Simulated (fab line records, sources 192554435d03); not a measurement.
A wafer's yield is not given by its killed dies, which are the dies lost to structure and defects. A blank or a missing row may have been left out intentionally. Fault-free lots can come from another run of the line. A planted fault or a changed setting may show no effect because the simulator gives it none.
fab line records	flow n5-finfet
[record] lots = 7	wafers = 39
route steps=1938 shown FIN_SAQP@96 SD_EPI_P@321 HKMG_FIN@433 MOL_CONTACT_COAG@581
start-h: hours from the record's opening day to when the first of the lot's shown wafers began	wait-h: how many hours have passed since the lot's step before this one	" identical to the entry in the row above	L1.1+2: several wafers, shown together as one row	- no value present, or no start provided	* or withheld: withheld	< > ~ a bound
route shown NAME@n: NAME is a module with steps in the file, n the number in the route of the first one	usual: average and standard deviation across the fault-free wafers	same: alike in all rows	chamber/n: place in a boat	sites: per-site readings	_std_site: the standard deviation of these	_edge_site: the outer-site mean with the inner-site mean subtracted	radius-mm: for every site, how far away it sits from the centre of the wafer	mask NAME#n: copy n	behind: the last tool/chamber to shape the wafer	hold: what put the lot on hold/how long, in hours/how the hold closed	device: transistor that didn't switch, given as n, p or np	end of line: the route-end tests of the same wafers	a step given without rows: its recipe and nothing more	killed: dies that structure and defects cost at the first sort, which is not the same as the wafer's yield	map: a wafer's dies, x killed, . not, _ none there
set.NAME: the setting that was run; set.NAME@STEP: the one run at that earlier step	model.NAME: the simulator's own value behind a step, which no gauge read
lots run with intentionally changed settings; tables by step, rows by wafer
[[steps]]
[step N5_FIN_SAQP_HM_DEP_03]
[recipe] material = SiNx	target-thk-a = 380	temp-c = 400	precursor = SiH4/NH3/N2	pressure-torr = 1.5	rf-w = 300	time-s = 33.6
lot.wafer	tool	chamber	start-h	wait-h	set.target-thk-a	model.SiNx_of_FIN_SAQP_HM_DEP_03.thk-nm
L074.1	pecvd-03	0	21.61	0.2	380	37.87
L074.2	"	1	"	"	380	37.94
L074.3	"	2	"	"	380	37.82
L074.4	"	1	"	"	167.8	17.23
L074.5	"	2	"	"	167.8	17.09
L074.6	"	0	"	"	167.8	17.17
L079.1	pecvd-03	2	52.17	0.2	241.3	24.2
L079.2	"	1	"	"	380	37.93
L079.3	"	0	"	"	241.3	23.9
L079.4	"	2	"	"	380	38.59
L079.5	"	0	"	"	241.3	24.15
L079.6	"	1	"	"	380	38.85
L087.1	pecvd-03	2	99.77	0.2	380	37.99
L087.2	"	1	"	"	569.4	57.36
L087.3	"	0	"	"	380	37.89
L087.4	"	2	"	"	569.4	57.75
L087.5	"	0	"	"	380	38.92
L087.6	"	1	"	"	569.4	58.22
L089.1	pecvd-03	1	112.11	0.2	380	38.12
L089.2	"	0	"	"	380	38
L089.3	"	2	"	"	380	38.08
L089.4	"	1	"	"	380	38.54
L089.5	"	0	"	"	380	38.25
L089.6	"	2	"	"	380	38.72
L092.1	pecvd-04	0	131.39	0.2	380	37.89
L092.2	"	2	"	"	515.2	50.89
L092.3	"	1	"	"	380	37.99
L092.4	"	0	"	"	515.2	52.25
L092.5	"	1	"	"	380	38.39
L092.6	"	2	"	"	515.2	51.9
L095.1	pecvd-02	1	149.40	0.2	380	37.44
L095.2	"	0	"	"	380	37.51
L095.3	"	2	"	"	380	37.5
L095.4	"	2	"	"	380	37.84
L095.5	"	0	"	"	380	38.15
L095.6	"	1	"	"	380	38.26
L097.1	pecvd-02	0	159.43	0.2	380	37.72
L097.3	"	1	"	"	380	37.64
L097.6	"	0	"	"	380	37.87
[step N5_FIN_SAQP_THK_MEAS_05]
[usual] thk-nm = 38.1/0.5
lot.wafer	tool	chamber	start-h	wait-h	set.target-thk-a@FIN_SAQP_HM_DEP_03	thk-nm
L074.1	film-metro-02	-	21.70	0.1	380	37.9
L074.2	"	-	"	"	380	37.9
L074.3	"	-	"	"	380	37.8
L074.4	"	-	"	"	167.8	17.3
L074.5	"	-	"	"	167.8	17.1
L074.6	"	-	"	"	167.8	17.2
L079.1	film-metro-02	-	52.26	0.1	241.3	24.1
L079.2	"	-	"	"	380	38.0
L079.3	"	-	"	"	241.3	23.9
L079.4	"	-	"	"	380	38.5
L079.5	"	-	"	"	241.3	24.2
L079.6	"	-	"	"	380	38.8
L087.1	film-metro-01	-	99.86	0.1	380	38.0
L087.2	"	-	"	"	569.4	57.4
L087.3	"	-	"	"	380	37.9
L087.4	"	-	"	"	569.4	57.8
L087.5	"	-	"	"	380	38.9
L087.6	"	-	"	"	569.4	58.2
L089.1	film-metro-02	-	112.19	0.1	380	38.1
L089.2	"	-	"	"	380	38.0
L089.3	"	-	"	"	380	38.1
L089.4	"	-	"	"	380	38.5
L089.5	"	-	"	"	380	38.3
L089.6	"	-	"	"	380	38.7
L092.1	film-metro-02	-	131.48	0.1	380	37.9
L092.2	"	-	"	"	515.2	50.9
L092.3	"	-	"	"	380	38.0
L092.4	"	-	"	"	515.2	52.2
L092.5	"	-	"	"	380	38.4
L092.6	"	-	"	"	515.2	51.9
L095.1	film-metro-01	-	149.49	0.1	380	37.4
L095.2	"	-	"	"	380	37.5
L095.3	"	-	"	"	380	37.5
L095.4	"	-	"	"	380	37.8
L095.5	"	-	"	"	380	38.2
L095.6	"	-	"	"	380	38.2
L097.1	film-metro-02	-	159.52	0.1	380	37.6
L097.3	"	-	"	"	380	37.7
L097.6	"	-	"	"	380	37.8
[step N5_FIN_SAQP_DEVELOP_15]
[recipe] develop-time-s = 30	developer = TMAH	resist = CAR-ArF	dev-temp-c = 23	rinse-liquid = diw	dry = air-spin
lot.wafer	tool	chamber	start-h	wait-h	set.develop-time-s
L074.1+3+6	litho-track-01	0	-	-	46.88
L074.2+4+5	"	0	"	"	30
L079.1+2+3+4+5+6	litho-track-03	0	-	-	30
L087.1+3+4	litho-track-02	0	-	-	30
L087.2+5+6	"	0	"	"	44.88
L089.1+2+3+4+5+6	litho-track-02	0	-	-	30
L092.1+2+5	litho-track-03	0	-	-	30
L092.3+4+6	"	0	"	"	17.51
L095.1+2+3	litho-track-02	0	-	-	43.5
L095.4+5+6	"	0	"	"	30
L097.1+3+6	litho-track-03	0	-	-	30
[step N5_FIN_SAQP_MANDREL2_REMOVE_60]
[recipe] chemistry = HBr/Cl2/O2	bt-time-s = 10	target = a-Si	stop-on = SiNx	endpoint = OES-SiCl	over-etch-frac = 1	icp-w = 600	bias-w = 22	HBr_flow_sccm = 150	Cl2_flow_sccm = 80	O2_flow_sccm = 5	pressure-mtorr = 10
[step N5_FIN_SAQP_HM_OPEN_33]
[recipe] chemistry = CH3F/O2	target = SiNx	mask-material = SiO2	target-depth-a = 494	time-s = 70.6	pressure-mtorr = 30	source-w = 395	bias-w = 73	Ar_flow_sccm = 150	CH3F_flow_sccm = 30	O2_flow_sccm = 20	ion-energy-ev = 120	ends = cleared
[usual] etch-rf-on-time-s = 69.0/1.3
lot.wafer	tool	chamber	start-h	wait-h	set.target-thk-a@FIN_SAQP_HM_DEP_03	etch-rf-on-time-s	model.etch.depth-nm
L074.1	rie-diel-02	0	26.63	0.2	380	68.4	37.24
L074.2	"	3	"	"	380	68.8	37.32
L074.3	"	1	"	"	380	69.8	37.19
L074.4	"	2	"	"	167.8	30.9	16.6
L074.5	"	3	"	"	167.8	30.4	16.46
L074.6	"	2	"	"	167.8	31.1	16.54
L079.1	rie-diel-06	3	57.59	0.0	241.3	44.1	23.57
L079.2	"	2	"	"	380	69.8	37.31
L079.3	"	0	"	"	241.3	42.9	23.27
L079.4	"	1	"	"	380	71.3	37.97
L079.5	"	0	"	"	241.3	43.1	23.52
L079.6	"	1	"	"	380	71.2	38.22
L087.1	rie-diel-02	0	104.25	0.0	380	66.9	37.26
L087.2	"	2	"	"	569.4	101.5	56.73
L087.3	"	3	"	"	380	67.2	37.26
L087.4	"	1	"	"	569.4	107.1	57.12
L087.5	"	2	"	"	380	68.1	38.29
L087.6	"	3	"	"	569.4	104.7	57.49
L089.1	rie-diel-02	2	117.48	0.0	380	67.5	37.49
L089.2	"	3	"	"	380	69.2	37.37
L089.3	"	0	"	"	380	68.1	37.45
L089.4	"	0	"	"	380	69.0	37.91
L089.5	"	2	"	"	380	68.6	37.62
L089.6	"	3	"	"	380	70.2	38.09
L092.1	rie-diel-02	2	136.29	0.2	380	67.9	37.25
L092.2	"	3	"	"	515.2	92.0	50.26
L092.3	"	0	"	"	380	67.8	37.36
L092.4	"	1	"	"	515.2	94.0	51.59
L092.5	"	3	"	"	380	69.0	37.75
L092.6	"	2	"	"	515.2	92.4	51.27
L095.1	rie-diel-02	1	153.94	0.0	380	67.3	36.81
L095.2	"	0	"	"	380	68.3	36.88
L095.3	"	2	"	"	380	66.6	36.87
L095.4	"	3	"	"	380	68.3	37.22
L095.5	"	3	"	"	380	69.1	37.52
L095.6	"	2	"	"	380	68.2	37.63
L097.1	rie-diel-02	3	163.98	0.0	380	68.4	37.09
L097.3	"	0	"	"	380	67.7	37.01
L097.6	"	2	"	"	380	67.3	37.13
[step N5_FIN_SAQP_ETCH_34]
[recipe] chemistry = C4F6/O2	target = SiO2	target-depth-a = 450	time-s = 15	ion-energy-ev = 250	pressure-mtorr = 30	source-w = 345	bias-w = 185	Ar_flow_sccm = 300	C4F6_flow_sccm = 10	O2_flow_sccm = 10	ends = cleared
[step N5_FIN_SAQP_STRIP_77]
[recipe] chemistry = N2/H2	time-s = 90	power-w = 100	temp-c = 40	pressure-mtorr = 100	rf-frequency-hz = 6e+07	bias-power-w = 3	n2-flow-sccm = 300	h2-flow-sccm = 300
[step N5_FIN_SAQP_ETCH_64]
[recipe] chemistry = CF4	target = SiO2	target-depth-a = 15	ion-energy-ev = 350	pressure-mtorr = 10	icp-w = 800	bias-w = 400	cf4-flow-sccm = 80
[step N5_FIN_SAQP_FIN_ETCH_36]
[recipe] chemistry = HBr/Cl2/O2	target-depth-a = 1200	mask-material = SiNx	time-s = 50.4	bias-w = 102	pressure-mtorr = 10	icp-w = 800	HBr_flow_sccm = 150	Cl2_flow_sccm = 80	O2_flow_sccm = 12
lot.wafer	tool	chamber	start-h	wait-h	set.target-thk-a@FIN_SAQP_HM_DEP_03	model.SiNx_of_FIN_SAQP_HM_DEP_03.thk-nm
L074.1+2	rie-si-01	1,0	26.91	0.0	380	21.2
L074.3	"	3	"	"	380	21
L074.4+6	"	2,3	"	"	167.8	0.4
L074.5	"	2	"	"	167.8	0.2
L079.1+5	rie-si-01	1	57.88	0.0	241.3	7.2
L079.2	"	3	"	"	380	21
L079.3	"	0	"	"	241.3	7
L079.4	"	2	"	"	380	21.6
L079.6	"	0	"	"	380	21.8
L087.1	rie-si-06	1	104.53	0.0	380	21.2
L087.2	"	2	"	"	569.4	40.2
L087.3	"	3	"	"	380	21
L087.4	"	0	"	"	569.4	41
L087.5	"	2	"	"	380	21.8
L087.6	"	3	"	"	569.4	41.2
L089.1+3	rie-si-06	1,0	117.76	0.0	380	21.4
L089.2	"	2	"	"	380	20.8
L089.4	"	3	"	"	380	21.6
L089.5	"	2	"	"	380	21.2
L089.6	"	1	"	"	380	22
L092.1	rie-si-03	0	136.58	0.0	380	20.8
L092.2	"	1	"	"	515.2	34.2
L092.3	"	3	"	"	380	21.2
L092.4	"	1	"	"	515.2	35.4
L092.5	"	3	"	"	380	21.8
L092.6	"	0	"	"	515.2	35
L095.1+2	rie-si-01	0,2	154.22	0.0	380	20.6
L095.3	"	1	"	"	380	20.8
L095.4	"	3	"	"	380	21
L095.5+6	"	2,3	"	"	380	21.4
L097.1+3	rie-si-03	1,2	164.27	0.0	380	20.8
L097.6	"	2	"	"	380	21
[step N5_SD_EPI_P_EPI_21]
[recipe] material = SiGe:B	dopant = B	temp-c = 550	pressure-torr = 20	ambient = H2	time-s = 355
lot.wafer	tool	chamber	start-h	wait-h	set.epi-growth-time-s	model.SiGe-B_of_SD_EPI_P_EPI_21.thk-nm
L074.1	epi-rpcvd-02	0	56.34	0.2	355	61
L074.2+3	"	0	"	"	144.3	27
L074.4	"	0	"	"	355	59.6
L074.5	"	0	"	"	144.3	26.6
L074.6	"	0	"	"	355	60.6
L079.1	epi-rpcvd-04	0	86.72	0.1	238.7	44.8
L079.2	"	0	"	"	238.7	44.6
L079.3	"	0	"	"	355	60
L079.4+6	"	0	"	"	355	60.6
L079.5	"	0	"	"	238.7	43.6
L087.1+2+3	epi-rpcvd-04	0	133.82	0.2	355	60.8
L087.4	"	0	135.26	1.5	355	61
L087.5	"	0	"	"	355	61.2
L087.6	"	0	"	"	355	60.2
L089.1	epi-rpcvd-04	0	145.85	0.2	285.8	53
L089.2	"	0	"	"	355	60.6
L089.3	"	0	"	"	355	61
L089.4	"	0	"	"	355	60.8
L089.5	"	0	"	"	285.8	52.4
L089.6	"	0	"	"	285.8	52.8
L092.1+4	epi-rpcvd-04	0	163.96	0.1	355	61.2
L092.2	"	0	"	"	518.4	81
L092.3	"	0	"	"	518.4	80.4
L092.5	"	0	"	"	518.4	79.8
L092.6	"	0	"	"	355	61.4
L095.1+3+5	epi-rpcvd-02	0	182.65	0.1	355	61.4
L095.2+6	"	0	"	"	355	61
L095.4	"	0	"	"	355	60.8
L097.1	epi-rpcvd-03	0	194.11	0.1	355	60.6
L097.3	"	0	"	"	355	60.8
L097.6	"	0	195.91	1.8	355	60.2
[step N5_SD_EPI_P_EPI_MEAS_23]
[recipe] mode = xrd
[usual] thk-nm = 60.9/1.2
lot.wafer	tool	chamber	start-h	wait-h	set.epi-growth-time-s@SD_EPI_P_EPI_21	thk-nm
L074.1	film-metro-01	-	59.26	2.4	355	59.8
L074.2	"	-	"	"	144.3	26.9
L074.3	"	-	"	"	144.3	27.5
L074.4	"	-	"	"	355	58.8
L074.5	"	-	"	"	144.3	26.2
L074.6	"	-	"	"	355	60.8
L079.1	film-metro-01	-	88.92	1.8	238.7	45.5
L079.2	"	-	"	"	238.7	44.3
L079.3	"	-	"	"	355	62.3
L079.4	"	-	"	"	355	60.2
L079.5	"	-	"	"	238.7	44.7
L079.6	"	-	"	"	355	61.5
L087.1	film-metro-01	-	136.73	2.4	355	59.0
L087.2	"	-	"	"	355	62.5
L087.3	"	-	"	"	355	61.1
L087.4	"	-	"	"	355	61.5
L087.5	"	-	"	"	355	62.2
L087.6	"	-	"	"	355	59.3
L089.1	film-metro-01	-	148.76	2.4	285.8	52.6
L089.2	"	-	"	"	355	62.1
L089.3	"	-	"	"	355	60.2
L089.4	"	-	"	"	355	60.6
L089.5	"	-	"	"	285.8	52.6
L089.6	"	-	"	"	285.8	53.2
L092.1	film-metro-02	-	166.16	1.8	355	61.8
L092.2	"	-	"	"	518.4	82.9
L092.3	"	-	"	"	518.4	80.6
L092.4	"	-	"	"	355	58.7
L092.5	"	-	"	"	518.4	79.1
L092.6	"	-	"	"	355	63.0
L095.1	film-metro-01	-	184.84	1.8	355	61.3
L095.2	"	-	"	"	355	60.4
L095.3	"	-	"	"	355	62.3
L095.4	"	-	"	"	355	61.7
L095.5	"	-	"	"	355	60.7
L095.6	"	-	"	"	355	60.1
L097.1	film-metro-02	-	196.32	1.9	355	60.8
L097.3	"	-	"	"	355	60.7
L097.6	"	-	"	"	355	60.7
[step N5_HKMG_FIN_DESCUM_17]
[recipe] chemistry = O2	time-s = 7.9	source-power-w = 50	bias-power-w = 20	pressure-mtorr = 20	rf-frequency-hz = 2.712e+07	temp-c = 40	resist = CAR-ArF	o2-flow-sccm = 225
lot.wafer	tool	chamber	start-h	wait-h	set.time-s	model.CAR-ArF_of_HKMG_FIN_COAT_06.thk-nm
L074.1+4	rie-diel-02	0,3	76.17	0.0	9.557	81.8
L074.2	"	1	"	"	9.557	82.2
L074.3+5+6	"	3,1,0	"	"	7.9	83
L079.1+2+6	rie-diel-02	1,2,0	106.25	0.1	7.9	84
L079.3+4+5	"	3,0,1	"	"	7.9	83.6
L087.1+5+6	rie-diel-01	1,1,2	153.68	0.0	7.9	83.8
L087.2+4	"	0	"	"	7.9	83.6
L087.3	"	2	"	"	7.9	83.4
L089.1+2+6	rie-diel-01	2,1,3	165.90	0.0	6.352	84.6
L089.3+5	"	3,2	"	"	7.9	83.6
L089.4	"	1	"	"	7.9	83.4
L092.1+5	rie-diel-02	1,2	183.25	0.3	7.9	83.6
L092.2+4	"	0,3	"	"	7.9	83.4
L092.3	"	2	"	"	7.9	83.8
L092.6	"	3	"	"	7.9	83.2
L095.1+3+4	rie-diel-02	2,3,0	202.26	0.0	7.9	83.6
L095.2+6	"	1,3	"	"	4.777	85.4
L095.5	"	0	"	"	4.777	85.8
L097.1+3+6	rie-diel-06	3,0,3	213.70	0.0	7.9	83
[step N5_HKMG_FIN_ETCH_31]
[recipe] chemistry = CF4	target = SiARC	target-depth-a = 455	mask-material = CAR-ArF	time-s = 75.8	ion-energy-ev = 80	pressure-mtorr = 40	source-w = 545	bias-w = 36	Ar_flow_sccm = 100	cf4-flow-sccm = 100	ends = cleared
lot.wafer	tool	chamber	start-h	wait-h	set.time-s@HKMG_FIN_DESCUM_17	model.CAR-ArF_of_HKMG_FIN_COAT_06.thk-nm
L074.1+4	rie-diel-02	0,3	76.20	0.0	9.557	49.2
L074.2	"	1	"	"	9.557	49.4
L074.3+5+6	"	3,1,0	"	"	7.9	50.4
L079.1	rie-diel-02	1	106.28	0.0	7.9	51.4
L079.2+6	"	2,0	"	"	7.9	51.2
L079.3+4+5	"	3,0,1	"	"	7.9	51
L087.1+2+4+6	rie-diel-01	1,0,0,2	153.71	0.0	7.9	51
L087.3	"	2	"	"	7.9	50.8
L087.5	"	1	"	"	7.9	51.2
L089.1+6	rie-diel-01	2,3	165.93	0.0	6.352	52
L089.2	"	1	"	"	6.352	51.8
L089.3+5	"	3,2	"	"	7.9	51
L089.4	"	1	"	"	7.9	50.6
L092.1+3+5	rie-diel-02	1,2,2	183.29	0.0	7.9	51.2
L092.2+4+6	"	0,3,3	"	"	7.9	50.8
L095.1+4	rie-diel-02	2,0	202.29	0.0	7.9	51
L095.2+6	"	1,3	"	"	4.777	52.8
L095.3	"	3	"	"	7.9	50.8
L095.5	"	0	"	"	4.777	53.4
L097.1+3	rie-diel-06	3,0	213.73	0.0	7.9	50.6
L097.6	"	3	"	"	7.9	50.4
[step N5_MOL_CONTACT_COAG_ETCH_91]
[recipe] chemistry = N2/H2	target = SOC	target-depth-a = 600	overetch-a = 210	mask-material = SiARC	temp-c = 40	time-s = 101.2	ion-energy-ev = 200	pressure-mtorr = 30	source-w = 840	bias-w = 150	n2-flow-sccm = 200	h2-flow-sccm = 200
lot.wafer	tool	chamber	start-h	wait-h	set.time-s	model.SiARC_of_MOL_CONTACT_COAG_COAT_76.thk-nm
L074.1+4	rie-diel-01	0,2	99.21	0.0	124.9	4.8
L074.2+6	"	1,2	"	"	101.2	5.8
L074.3	"	3	"	"	101.2	6
L074.5	"	1	"	"	124.9	5
L079.1+2+4+5+6	rie-diel-01	2,0,0,1,2	128.35	0.0	101.2	5.8
L079.3	"	1	"	"	101.2	6
L087.1+3+6	rie-diel-06	1,3,1	176.01	0.0	101.2	6
L087.2+4+5	"	2,0,0	"	"	101.2	5.8
L089.1+3+4	rie-diel-02	2,3,1	191.30	0.0	101.2	5.8
L089.2+5+6	"	0,0,3	"	"	43.24	8.2
L092.1+4	rie-diel-06	2,1	205.88	0.0	141.5	4.2
L092.2	"	3	"	"	141.5	4.4
L092.3+5	"	0	"	"	101.2	5.8
L092.6	"	3	"	"	101.2	6
L095.1+6	rie-diel-02	3	226.58	0.0	157.5	3.4
L095.2	"	1	"	"	157.5	3.6
L095.3+4+5	"	2,1,2	"	"	101.2	5.8
L097.1+3+6	rie-diel-02	2,0,2	238.44	0.0	101.2	5.8
[step N5_MOL_CONTACT_COAG_STRIP_92]
[recipe] chemistry = N2/H2	temp-c = 40	n2-flow-sccm = 200	h2-flow-sccm = 200	rf-frequency-hz = 6e+07
[step N5_MOL_CONTACT_COAG_STRIP_93]
[recipe] chemistry = N2/H2	temp-c = 40	n2-flow-sccm = 200	h2-flow-sccm = 200	rf-frequency-hz = 6e+07
[step N5_MOL_CONTACT_COAG_VIA_ETCH_46]
[recipe] chemistry = C4F6/O2	target-depth-a = 460	overetch-a = 92	mask-material = SOC	target = SiO2	bias-w = 455	pressure-mtorr = 10	time-s = 40	source-w = 325	Ar_flow_sccm = 300	C4F6_flow_sccm = 10	O2_flow_sccm = 10	ion-energy-ev = 575.3	ends = end-point
[step N5_MOL_CONTACT_COAG_STRIP_96]
[recipe] chemistry = N2/H2	power-w = 500	temp-c = 40	pressure-mtorr = 50	rf-frequency-hz = 6e+07	overash-fraction = 0.3	bias-power-w = 28	h2-frac = 0.5	n2-flow-sccm = 300	h2-flow-sccm = 300
[step N5_MOL_CONTACT_COAG_ETCH_47]
[recipe] chemistry = CH3F/O2	target = SiNx	target-depth-a = 270	mask-material = SiO2	stop-on = W	over-etch-frac = 0.2	ion-energy-ev = 120	endpoint = OES-CN	pressure-mtorr = 30	source-w = 395	bias-w = 73	Ar_flow_sccm = 150	CH3F_flow_sccm = 30	O2_flow_sccm = 20	ends = end-point
[usual] etch-rf-on-time-s = 30.9/0.39
lot.wafer	tool	chamber	start-h	wait-h	set.time-s@MOL_CONTACT_COAG_ETCH_91	etch-rf-on-time-s
L074.1	rie-diel-01	0	99.44	0.0	124.9	31.2
L074.2	"	1	"	"	101.2	30.9
L074.3	"	3	"	"	101.2	31.6
L074.4	"	2	"	"	124.9	30.5
L074.5	"	1	"	"	124.9	31.0
L074.6	"	2	"	"	101.2	30.7
L079.1	rie-diel-01	2	128.58	0.0	101.2	30.7
L079.2	"	0	"	"	101.2	31.2
L079.3	"	1	"	"	101.2	31.4
L079.4	"	0	"	"	101.2	31.3
L079.5	"	1	"	"	101.2	31.1
L079.6	"	2	"	"	101.2	30.6
L087.1	rie-diel-06	1	176.24	0.0	101.2	30.9
L087.2	"	2	"	"	101.2	30.4
L087.3	"	3	"	"	101.2	31.3
L087.4	"	0	"	"	101.2	30.5
L087.5	"	0	"	"	101.2	30.7
L087.6	"	1	"	"	101.2	31.1
L089.1	rie-diel-02	2	191.53	0.0	101.2	30.6
L089.2	"	0	"	"	43.24	50.8
L089.3	"	3	"	"	101.2	30.9
L089.4	"	1	"	"	101.2	30.7
L089.5	"	0	"	"	43.24	50.8
L089.6	"	3	"	"	43.24	50.8
L092.1	rie-diel-06	2	206.11	0.0	141.5	30.6
L092.2	"	3	"	"	141.5	31.1
L092.3	"	0	"	"	101.2	30.3
L092.4	"	1	"	"	141.5	31.0
L092.5	"	0	"	"	101.2	30.4
L092.6	"	3	"	"	101.2	30.9
L095.1	rie-diel-02	3	226.81	0.0	157.5	30.8
L095.2	"	1	"	"	157.5	30.7
L095.3	"	2	"	"	101.2	30.3
L095.4	"	1	"	"	101.2	30.7
L095.5	"	2	"	"	101.2	30.4
L095.6	"	3	"	"	157.5	30.9
L097.1	rie-diel-02	2	238.67	0.0	101.2	31.0
L097.3	"	0	"	"	101.2	31.1
L097.6	"	2	"	"	101.2	30.8
[[key]]
[split] step = N5_FIN_SAQP_HM_DEP_03	setting = target-thk-a	stated = 380	by = wafer
[response] step = N5_FIN_SAQP_HM_DEP_03	reading = model.SiNx_of_FIN_SAQP_HM_DEP_03.thk-nm	change = +0.383	per = 1%	r = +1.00
[response] step = N5_FIN_SAQP_THK_MEAS_05	reading = thk-nm	change = *	per = 1%	r = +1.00
[response] step = N5_FIN_SAQP_HM_OPEN_33	reading = etch-rf-on-time-s	change = *	per = 1%	r = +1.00
[response] step = N5_FIN_SAQP_HM_OPEN_33	reading = model.etch.depth-nm	change = +0.383	per = 1%	r = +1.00
[response] step = N5_FIN_SAQP_FIN_ETCH_36	reading = model.SiNx_of_FIN_SAQP_HM_DEP_03.thk-nm	shape = bent	at-lowest = 0.3333	at-stated = 21.2	at-highest = 40.8
[split] step = N5_FIN_SAQP_DEVELOP_15	setting = develop-time-s	stated = 30	by = wafer
response none clear
[split] step = N5_SD_EPI_P_EPI_21	setting = epi-growth-time-s	stated = 355	by = wafer
[response] step = N5_SD_EPI_P_EPI_21	reading = model.SiGe-B_of_SD_EPI_P_EPI_21.thk-nm	change = +0.501	per = 1%	r = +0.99
[response] step = N5_SD_EPI_P_EPI_MEAS_23	reading = thk-nm	change = *	per = 1%	r = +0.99
[split] step = N5_HKMG_FIN_DESCUM_17	setting = time-s	stated = 7.9	by = wafer
[response] step = N5_HKMG_FIN_DESCUM_17	reading = model.CAR-ArF_of_HKMG_FIN_COAT_06.thk-nm	change = -0.0502	per = 1%	r = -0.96
[response] step = N5_HKMG_FIN_ETCH_31	reading = model.CAR-ArF_of_HKMG_FIN_COAT_06.thk-nm	change = -0.0529	per = 1%	r = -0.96
[split] step = N5_MOL_CONTACT_COAG_ETCH_91	setting = time-s	stated = 101.2	by = wafer
[response] step = N5_MOL_CONTACT_COAG_ETCH_91	reading = model.SiARC_of_MOL_CONTACT_COAG_COAT_76.thk-nm	change = -0.0416	per = 1%	r = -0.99
[response] step = N5_MOL_CONTACT_COAG_ETCH_47	reading = etch-rf-on-time-s	shape = bent	at-lowest = *	at-stated = *	at-highest = *
